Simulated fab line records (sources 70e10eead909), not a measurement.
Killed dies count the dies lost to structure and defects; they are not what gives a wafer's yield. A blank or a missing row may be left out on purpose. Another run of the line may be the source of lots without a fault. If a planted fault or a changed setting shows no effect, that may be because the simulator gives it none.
fab line records | flow nandHarc
record: lots: 12 | wafers: 36 | lastDay: 33
route steps=1302 shown P_ZERO_WELL@9 P_GATE@174
lots with no fault: from the same line, run without faults
startH: the number of hours between the record's first day and the start of the first shown wafer of the lot | waitH: hours from the lot's prior step to this one | " same as the row above | L1.1+2: a row that stands for several wafers | - either no value or no given start | * or withheld: withheld | < > ~ a bound
route shown NAME@n: names a module that has steps shown in the file, with the first one's number in the route | usual: mean/standard deviation taken from wafers without a fault | same: alike in all rows | chamber/n: place in a boat | sites: the reading at each site | _std_site: standard deviation across them | _edge_site: outer sites' mean less inner sites' | radiusMm: how far each site lies from the wafer's centre | mask NAME#n: copy n | behind: the most recent tool/chamber to have shaped the wafer | hold: cause of the lot's hold/its duration in hours/its outcome | device: names the non-switching transistor (n, p or np) | end of line: tests run on the same wafers once the route is complete | step lacking rows: just its recipe | killed: count of dies lost to structure and defects at first sort (not the wafer's yield) | map: the dies of a wafer, with x for killed, . for not killed, _ for no die there
set.NAME: the setting the step ran with; set.NAME@STEP: the setting that earlier step ran with | model.NAME: the simulator's own value behind a step, which no gauge read
steps of the route over a sample of lots; a table a step, a row a wafer
services: from which hour (startH, from the record's first day; less than 0 if before it) a tool's chamber was out of use, for how many hours, and why
== steps ==
step: NHARC_P_ZERO_WELL_SOFTBAKE_06
recipe: tempC: 125 | timeS: 70
usual: heaterPowerTotalW: 200.9/1.3 | plateTempC: 124.97/0.14
lot.wafer | tool          | chamber | startH | waitH | heaterPowerTotalW | plateTempC
L750.1    | lithoTrack-07 | 0       | 30     | -     | 199.3             | 124.87
L750.2    | "             | 0       | "      | "     | 201.7             | 124.97
L750.4    | "             | 0       | "      | "     | 200.9             | 124.94
L753.1    | lithoTrack-02 | 0       | 60     | -     | 199.0             | 125.23
L753.4    | "             | 0       | "      | "     | 200.2             | 125.11
L753.6    | "             | 0       | "      | "     | 200.8             | 125.06
L754.2    | lithoTrack-05 | 0       | 70     | -     | 202.5             | 124.68
L754.4    | "             | 0       | "      | "     | 202.6             | 124.73
L754.6    | "             | 0       | "      | "     | 202.4             | 124.55
L756.4    | lithoTrack-02 | 0       | 90     | -     | 200.5             | 125.12
L756.5    | "             | 0       | "      | "     | 199.7             | 124.86
L756.6    | "             | 0       | "      | "     | 202.6             | 125.17
L757.2    | lithoTrack-02 | 0       | 100    | -     | 199.8             | 125.19
L757.4    | "             | 0       | "      | "     | 199.8             | 124.97
L757.5    | "             | 0       | "      | "     | 201.3             | 124.93
L762.2    | lithoTrack-05 | 0       | 150    | -     | 198.8             | 125.28
L762.3    | "             | 0       | "      | "     | 202.6             | 124.93
L762.6    | "             | 0       | "      | "     | 201.0             | 124.98
L763.2    | lithoTrack-02 | 0       | 160    | -     | 200.2             | 124.94
L763.4    | "             | 0       | "      | "     | 201.1             | 125.06
L763.5    | "             | 0       | "      | "     | 202.4             | 124.82
L764.3    | lithoTrack-02 | 0       | 170    | -     | 217.0             | 132.25
L764.4    | "             | 0       | "      | "     | 215.8             | 132.17
L764.5    | "             | 0       | "      | "     | 216.2             | 132.34
L766.2    | lithoTrack-02 | 0       | 190    | -     | 215.3             | 131.95
L766.4    | "             | 0       | "      | "     | 217.9             | 131.76
L766.6    | "             | 0       | "      | "     | 215.0             | 131.85
L769.2    | lithoTrack-07 | 0       | 220    | -     | 199.2             | 124.90
L769.5    | "             | 0       | "      | "     | 200.0             | 124.85
L769.6    | "             | 0       | "      | "     | 201.6             | 124.85
L770.3    | lithoTrack-05 | 0       | 230    | -     | 202.0             | 124.93
L770.5    | "             | 0       | "      | "     | 199.3             | 124.90
L770.6    | "             | 0       | "      | "     | 198.9             | 125.03
L772.3    | lithoTrack-05 | 0       | 250    | -     | 198.9             | 124.86
L772.5    | "             | 0       | "      | "     | 199.3             | 124.87
L772.6    | "             | 0       | "      | "     | 200.7             | 124.80
step: NHARC_P_ZERO_WELL_CD_MEAS_11
recipe: targetCdNm: 500 | landingEnergyEv: 500
usual: cdNm: 501.8/1.9
lot.wafer | tool     | chamber | startH | waitH | cdNm
L750.1    | cdSem-01 | 0       | 31.24  | -     | 500.3
L750.2    | "        | 0       | "      | "     | 503.7
L750.4    | "        | 0       | "      | "     | 499.3
L753.1    | cdSem-02 | 0       | 61.23  | -     | 502.0
L753.4    | "        | 0       | "      | "     | 504.2
L753.6    | "        | 0       | "      | "     | 499.7
L754.2    | cdSem-03 | 0       | 71.12  | -     | 502.5
L754.4    | "        | 0       | "      | "     | 500.3
L754.6    | "        | 0       | "      | "     | 498.5
L756.4    | cdSem-02 | 0       | 91.26  | -     | 501.1
L756.5    | "        | 0       | "      | "     | 504.6
L756.6    | "        | 0       | "      | "     | 504.6
L757.2    | cdSem-03 | 0       | 101.14 | -     | 500.6
L757.4    | "        | 0       | "      | "     | 501.0
L757.5    | "        | 0       | "      | "     | 499.2
L762.2    | cdSem-01 | 0       | 151.25 | -     | 500.0
L762.3    | "        | 0       | "      | "     | 501.9
L762.6    | "        | 0       | "      | "     | 502.2
L763.2    | cdSem-03 | 0       | 161.25 | -     | 503.9
L763.4    | "        | 0       | "      | "     | 502.9
L763.5    | "        | 0       | "      | "     | 504.9
L764.3    | cdSem-01 | 0       | 171.12 | -     | 517.5
L764.4    | "        | 0       | "      | "     | 516.5
L764.5    | "        | 0       | "      | "     | 517.7
L766.2    | cdSem-03 | 0       | 191.11 | -     | 519.7
L766.4    | "        | 0       | "      | "     | 519.0
L766.6    | "        | 0       | "      | "     | 521.5
L769.2    | cdSem-02 | 0       | 221.35 | -     | 500.3
L769.5    | "        | 0       | "      | "     | 501.2
L769.6    | "        | 0       | "      | "     | 498.8
L770.3    | cdSem-02 | 0       | 231.14 | -     | 500.5
L770.5    | "        | 0       | "      | "     | 497.6
L770.6    | "        | 0       | "      | "     | 501.9
L772.3    | cdSem-03 | 0       | 251.13 | -     | 505.6
L772.5    | "        | 0       | "      | "     | 502.2
L772.6    | "        | 0       | "      | "     | 502.8
step: NHARC_P_GATE_STRIP_111
recipe: powerW: 1500 | tempC: 110 | timeS: 250 | chemistry: N2/H2
usual: drypumpMotorCurrentA: 5.72/0.26 | heaterPowerW: 87.5/2.8 | tempC: 109.98/0.13
lot.wafer | tool           | chamber | startH | waitH | drypumpMotorCurrentA | heaterPowerW | rfHoursCounterH | tempC
L750.2    | plasmaAsher-01 | 0       | 115.60 | 0.2   | 5.52                 | 88.8         | 26              | 109.94
L750.1    | "              | 1       | "      | "     | 5.97                 | 87.4         | 26              | 110.12
L750.4    | "              | 0       | "      | "     | 5.52                 | 88.5         | -               | 109.97
L753.1    | plasmaAsher-02 | 0       | 149.53 | 0.3   | 5.38                 | 89.6         | 14              | 110.27
L753.4    | "              | 0       | "      | "     | 5.41                 | 88.2         | -               | 110.14
L753.6    | "              | 0       | "      | "     | 5.41                 | 86.7         | -               | 109.84
L754.2    | plasmaAsher-01 | 0       | 161.24 | 0.2   | 5.50                 | 88.6         | 34              | 110.01
L754.4    | "              | 0       | "      | "     | 5.50                 | 91.0         | -               | 109.92
L754.6    | "              | 0       | "      | "     | 5.50                 | 92.3         | -               | 109.97
L756.4    | plasmaAsher-01 | 0       | 181.41 | 0.2   | 5.51                 | 86.9         | -               | 109.82
L756.5    | "              | 0       | "      | "     | 5.51                 | 85.5         | -               | 109.81
L756.6    | "              | 1       | "      | "     | 5.99                 | 89.8         | -               | 109.94
L757.2    | plasmaAsher-01 | 1       | 197.61 | 0.2   | 5.98                 | 86.5         | 5               | 109.96
L757.4    | "              | 0       | "      | "     | 5.52                 | 88.2         | -               | 110.00
L757.5    | "              | 1       | "      | "     | 5.97                 | 88.6         | -               | 109.92
L762.2    | plasmaAsher-01 | 1       | 243.88 | 0.2   | 5.97                 | 86.2         | 15              | 110.09
L762.3    | "              | 0       | "      | "     | 5.50                 | 88.3         | -               | 110.11
L762.6    | "              | 1       | "      | "     | 5.98                 | 88.4         | -               | 109.96
L763.2    | plasmaAsher-01 | 1       | 255.46 | 0.2   | 5.96                 | 90.6         | 17              | 109.97
L763.4    | "              | 1       | "      | "     | 5.96                 | 87.9         | -               | 109.96
L763.5    | "              | 1       | "      | "     | 5.98                 | 87.6         | -               | 109.91
L764.3    | plasmaAsher-02 | 0       | 259.09 | 0.2   | 5.45                 | 93.4         | -               | 110.20
L764.4    | "              | 1       | "      | "     | 5.98                 | 83.4         | -               | 110.02
L764.5    | "              | 0       | "      | "     | 5.42                 | 88.9         | -               | 109.86
L766.2    | plasmaAsher-02 | 1       | 280.29 | 0.2   | 5.97                 | 83.8         | 5               | 110.33
L766.4    | "              | 0       | "      | "     | 5.43                 | 90.4         | -               | 109.98
L766.6    | "              | 0       | "      | "     | 5.42                 | 91.5         | -               | 109.87
L769.2    | plasmaAsher-02 | 0       | 311.93 | 0.2   | 5.41                 | 91.2         | 11              | 109.87
L769.5    | "              | 1       | "      | "     | 5.98                 | 84.0         | -               | 110.24
L769.6    | "              | 0       | "      | "     | 5.43                 | 89.9         | -               | 109.96
L770.3    | plasmaAsher-01 | 0       | 325.24 | 0.3   | 5.50                 | 86.7         | -               | 110.27
L770.6    | "              | 1       | "      | "     | 5.99                 | 90.2         | -               | 109.90
L770.5    | "              | 0       | "      | "     | 5.49                 | 87.1         | -               | 110.02
L772.3    | plasmaAsher-02 | 1       | 345.57 | 0.3   | 5.97                 | 85.0         | -               | 109.82
L772.5    | "              | 0       | "      | "     | 5.43                 | 89.9         | -               | 109.72
L772.6    | "              | 1       | "      | "     | 5.98                 | 83.0         | -               | 109.89
step: NHARC_P_GATE_STRIP_75
recipe: powerW: 1500 | tempC: 250 | chemistry: O2
usual: drypumpMotorCurrentA: 5.72/0.26 | heaterPowerW: 328/9.9 | tempC: 249.96/0.2
lot.wafer | tool           | chamber | startH | waitH | drypumpMotorCurrentA | heaterPowerW | rfHoursCounterH | tempC
L750.2    | plasmaAsher-01 | 0       | 115.90 | 0.3   | 5.51                 | 338          | 26              | 249.92
L750.1    | "              | 1       | "      | "     | 5.96                 | 322          | 26              | 250.06
L750.4    | "              | 0       | "      | "     | 5.51                 | 336          | -               | 250.07
L753.1    | plasmaAsher-02 | 0       | 149.83 | 0.3   | 5.42                 | 324          | 14              | 250.00
L753.4    | "              | 0       | "      | "     | 5.40                 | 333          | -               | 249.78
L753.6    | "              | 0       | "      | "     | 5.41                 | 328          | -               | 249.90
L754.2    | plasmaAsher-01 | 0       | 161.54 | 0.3   | 5.51                 | 334          | 34              | 249.75
L754.4    | "              | 0       | "      | "     | 5.52                 | 335          | -               | 249.47
L754.6    | "              | 0       | "      | "     | 5.52                 | 335          | -               | 249.74
L756.4    | plasmaAsher-01 | 0       | 181.63 | 0.2   | 5.51                 | 334          | -               | 250.07
L756.5    | "              | 0       | "      | "     | 5.52                 | 329          | -               | 249.86
L756.6    | "              | 1       | "      | "     | 5.98                 | 341          | -               | 249.65
L757.2    | plasmaAsher-01 | 1       | 197.87 | 0.2   | 5.99                 | 331          | 5               | 250.11
L757.4    | "              | 0       | "      | "     | 5.52                 | 333          | -               | 249.94
L757.5    | "              | 1       | "      | "     | 5.97                 | 340          | -               | 250.10
L762.2    | plasmaAsher-01 | 1       | 244.18 | 0.3   | 6.00                 | 325          | 15              | 249.87
L762.3    | "              | 0       | "      | "     | 5.50                 | 337          | -               | 250.21
L762.6    | "              | 1       | "      | "     | 5.99                 | 337          | -               | 250.10
L763.2    | plasmaAsher-01 | 1       | 255.73 | 0.2   | 5.98                 | 331          | 17              | 250.16
L763.4    | "              | 1       | "      | "     | 5.99                 | 339          | -               | 249.87
L763.5    | "              | 1       | "      | "     | 5.97                 | 329          | -               | 249.88
L764.3    | plasmaAsher-02 | 0       | 259.31 | 0.2   | 5.40                 | 325          | -               | 249.54
L764.4    | "              | 1       | "      | "     | 5.97                 | 317          | -               | 250.06
L764.5    | "              | 0       | "      | "     | 5.40                 | 339          | -               | 249.46
L766.2    | plasmaAsher-02 | 1       | 280.59 | 0.3   | 5.97                 | 316          | 5               | 250.44
L766.4    | "              | 0       | "      | "     | 5.43                 | 340          | -               | 249.90
L766.6    | "              | 0       | "      | "     | 5.39                 | 329          | -               | 249.78
L769.2    | plasmaAsher-02 | 0       | 312.19 | 0.2   | 5.41                 | 339          | 11              | 249.96
L769.5    | "              | 1       | "      | "     | 5.98                 | 311          | -               | 249.85
L769.6    | "              | 0       | "      | "     | 5.40                 | 340          | -               | 250.20
L770.3    | plasmaAsher-01 | 0       | 325.43 | 0.1   | 5.52                 | 335          | -               | 250.00
L770.6    | "              | 1       | "      | "     | 5.97                 | 329          | -               | 249.99
L770.5    | "              | 0       | "      | "     | 5.52                 | 336          | -               | 249.76
L772.3    | plasmaAsher-02 | 1       | 345.75 | 0.1   | 5.99                 | 313          | -               | 250.16
L772.5    | "              | 0       | "      | "     | 5.41                 | 332          | -               | 250.07
L772.6    | "              | 1       | "      | "     | 5.97                 | 313          | -               | 250.25
step: NHARC_P_GATE_STRIP_95
recipe: powerW: 1500 | tempC: 250 | chemistry: O2
usual: drypumpMotorCurrentA: 5.72/0.26 | heaterPowerW: 327/10 | tempC: 250.02/0.16
lot.wafer | tool           | chamber | startH | waitH | drypumpMotorCurrentA | heaterPowerW | rfHoursCounterH | tempC
L750.1    | plasmaAsher-01 | 0       | 119.69 | 0.6   | 5.51                 | 329          | 27              | 250.16
L750.2    | "              | 1       | "      | "     | 5.99                 | 324          | 27              | 250.03
L750.4    | "              | 0       | "      | "     | 5.51                 | 328          | -               | 250.27
L753.1    | plasmaAsher-02 | 0       | 153.58 | 0.6   | 5.39                 | 338          | 15              | 249.94
L753.4    | "              | 1       | "      | "     | 5.99                 | 309          | -               | 249.92
L753.6    | "              | 1       | "      | "     | 5.97                 | 314          | -               | 249.91
L754.2    | plasmaAsher-02 | 1       | 165.37 | 0.5   | 5.96                 | 303          | 17              | 249.77
L754.4    | "              | 1       | "      | "     | 5.97                 | 314          | -               | 250.04
L754.6    | "              | 0       | "      | "     | 5.41                 | 324          | -               | 250.12
L756.4    | plasmaAsher-01 | 0       | 185.25 | 0.4   | 5.51                 | 325          | -               | 249.99
L756.6    | "              | 0       | "      | "     | 5.50                 | 336          | -               | 249.85
L756.5    | "              | 1       | "      | "     | 5.96                 | 328          | -               | 250.18
L757.2    | plasmaAsher-02 | 0       | 201.75 | 0.6   | 5.42                 | 330          | 26              | 250.20
L757.4    | "              | 1       | "      | "     | 5.96                 | 309          | -               | 249.90
L757.5    | "              | 0       | "      | "     | 5.39                 | 335          | -               | 250.03
L762.2    | plasmaAsher-02 | 0       | 248.09 | 0.5   | 5.39                 | 326          | 35              | 250.01
L762.3    | "              | 1       | "      | "     | 5.99                 | 306          | -               | 249.58
L762.6    | "              | 1       | "      | "     | 5.97                 | 310          | -               | 249.56
L763.2    | plasmaAsher-01 | 1       | 259.51 | 0.6   | 5.98                 | 340          | 19              | 250.01
L763.4    | "              | 0       | "      | "     | 5.51                 | 332          | -               | 250.27
L763.5    | "              | 1       | "      | "     | 5.97                 | 335          | -               | 250.06
L764.4    | plasmaAsher-02 | 0       | 263.23 | 0.4   | 5.42                 | 326          | -               | 250.04
L764.3    | "              | 1       | "      | "     | 6.00                 | 307          | -               | 250.07
L764.5    | "              | 1       | "      | "     | 5.98                 | 316          | -               | 249.86
L766.2    | plasmaAsher-01 | 1       | 284.50 | 0.5   | 5.98                 | 340          | 23              | 249.92
L766.4    | "              | 0       | "      | "     | 5.50                 | 335          | -               | 249.84
L766.6    | "              | 1       | "      | "     | 5.97                 | 334          | -               | 249.74
L769.2    | plasmaAsher-02 | 1       | 315.95 | 0.5   | 6.00                 | 316          | 13              | 249.96
L769.6    | "              | 0       | "      | "     | 5.41                 | 330          | -               | 250.02
L769.5    | "              | 1       | "      | "     | 5.97                 | 315          | -               | 250.03
L770.3    | plasmaAsher-01 | 0       | 329.17 | 0.4   | 5.51                 | 330          | -               | 249.87
L770.5    | "              | 0       | "      | "     | 5.49                 | 339          | -               | 250.05
L770.6    | "              | 1       | "      | "     | 5.96                 | 340          | -               | 249.96
L772.3    | plasmaAsher-02 | 0       | 349.68 | 0.4   | 5.40                 | 341          | -               | 250.01
L772.5    | "              | 0       | "      | "     | 5.38                 | 332          | -               | 249.96
L772.6    | "              | 1       | "      | "     | 5.98                 | 314          | -               | 249.90
== services ==
tool           | chamber | startH | hours | kind
plasmaAsher-02 | -       | 36.43  | 9.2   | repair
lithoTrack-02  | -       | 52.00  | 7.0   | pm
plasmaAsher-02 | -       | 72.00  | 9.0   | pm
plasmaAsher-02 | 0       | 72.00  | 9.0   | ventCycle
plasmaAsher-02 | 1       | 72.00  | 9.0   | ventCycle
lithoTrack-07  | -       | 76.00  | 7.0   | pm
plasmaAsher-02 | 0       | 81.00  | -     | clean
plasmaAsher-02 | 1       | 81.00  | -     | clean
lithoTrack-05  | -       | 124.00 | 7.0   | pm
plasmaAsher-01 | -       | 144.21 | 4.3   | repair
plasmaAsher-01 | -       | 165.05 | 9.0   | pm
plasmaAsher-01 | 0       | 165.05 | 9.0   | ventCycle
plasmaAsher-01 | 1       | 165.05 | 9.0   | ventCycle
plasmaAsher-01 | 0       | 174.05 | -     | clean
plasmaAsher-01 | 1       | 174.05 | -     | clean
lithoTrack-02  | -       | 227.00 | 7.0   | pm
plasmaAsher-02 | -       | 249.00 | 9.0   | pm
plasmaAsher-02 | 0       | 249.00 | 9.0   | ventCycle
plasmaAsher-02 | 1       | 249.00 | 9.0   | ventCycle
lithoTrack-07  | -       | 251.00 | 7.0   | pm
lithoTrack-05  | -       | 299.00 | 7.0   | pm
plasmaAsher-01 | -       | 342.05 | 9.0   | pm
plasmaAsher-01 | 0       | 342.05 | 9.0   | ventCycle
plasmaAsher-01 | 1       | 342.05 | 9.0   | ventCycle
== key ==
firstSign: step: NHARC_P_ZERO_WELL_SOFTBAKE_06 | reading: plateTempC | direction: up | sigmas: 52 | usual: * | struck: *
effect: step: NHARC_P_ZERO_WELL_SOFTBAKE_06 | reading: heaterPowerTotalW | direction: up | sigmas: 12 | usual: * | struck: *
effect: step: NHARC_P_ZERO_WELL_CD_MEAS_11 | reading: cdNm | direction: up | sigmas: 8.8 | usual: 501.8 | struck: 518.6
metAt NHARC_P_ZERO_WELL_SOFTBAKE_06
struckLots L764,L766
testerLeftOut L764,L766
notActingAt NHARC_P_GATE_STRIP_111,NHARC_P_GATE_STRIP_75,NHARC_P_GATE_STRIP_95
onsetBetween 160 170
fault: kind: processParameterDrift | tool: lithoTrack-02 | chamber: - | onsetH: 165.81 | steps: NHARC_P_ZERO_WELL_SOFTBAKE_06 | channel: tempC | offset: * | shape: step | endH: 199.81 | actsIn: * | stated: *
testerLeftOut: of these lots the tester's yield and bins aren't shown, on N5 and GAA mostly nor the transistor test; their killed dies are dies lost to structure and defects alone, not to doping, threshold or leakage, so they don't give the yield
